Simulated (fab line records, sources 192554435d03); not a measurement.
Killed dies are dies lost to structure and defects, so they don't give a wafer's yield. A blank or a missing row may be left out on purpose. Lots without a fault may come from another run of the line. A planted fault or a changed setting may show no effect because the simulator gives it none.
Chamber matching | flow n5_finfet | N5_SDB_ALD_29 on ald_sin-04: 4 sister chambers
The step deposits SiNx, target thk 30 nm, pulse time 1 s, ald cycles 600. 4 wafers are shown with their chamber, then 10 later ones without.

WAFERS WITH THEIR CHAMBER
wafer  | chamber | heater_power_w (W)
L087.3 | 3       | 828
L090.3 | 2       | 827
L092.1 | 1       | 801
L092.2 | 0       | 807

WAFERS WITHOUT THEIR CHAMBER
wafer  | heater_power_w (W)
L092.3 | 807
L094.2 | 828
L094.4 | 815
L094.5 | 853
L095.2 | 817
L095.3 | 841
L095.4 | 797
L097.1 | 817
L097.5 | 806
L097.6 | 821

WHICH CHAMBER EACH WENT THROUGH
wafer  | from the rows above               | in truth
L092.3 | can't be placed: 0 or 1 or 2 or 3 | 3
L094.2 | can't be placed: 3 or 2 or 0      | 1
L094.4 | can't be placed: 0 or 2 or 3 or 1 | 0
L094.5 | can't be placed: 3 or 2 or 0      | 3
L095.2 | can't be placed: 0 or 2 or 3 or 1 | 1
L095.3 | can't be placed: 3 or 2 or 0      | 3
L095.4 | can't be placed: 1 or 0           | 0
L097.1 | can't be placed: 0 or 2 or 3 or 1 | 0
L097.5 | can't be placed: 0 or 1 or 2 or 3 | 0
L097.6 | can't be placed: 2 or 3 or 0 or 1 | 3
Placed correctly: 0 of 10. Can't be placed from these rows: 10 (the true chamber is among the candidates in 9). Placed wrongly: 0.
How it was worked out, from the rows above alone: a wafer's distance from a chamber is the root of the sum, over the readings, of the square of ((its reading less the chamber's mean) divided by the reading's scatter). The wafer belongs to the nearest chamber; if the next one is less than 2 further off, it can't be placed. A chamber's mean is the mean of its shown wafers. The scatter: with one shown wafer a chamber, the root of the mean of the squares of how far each hidden wafer lies from its nearest shown one.
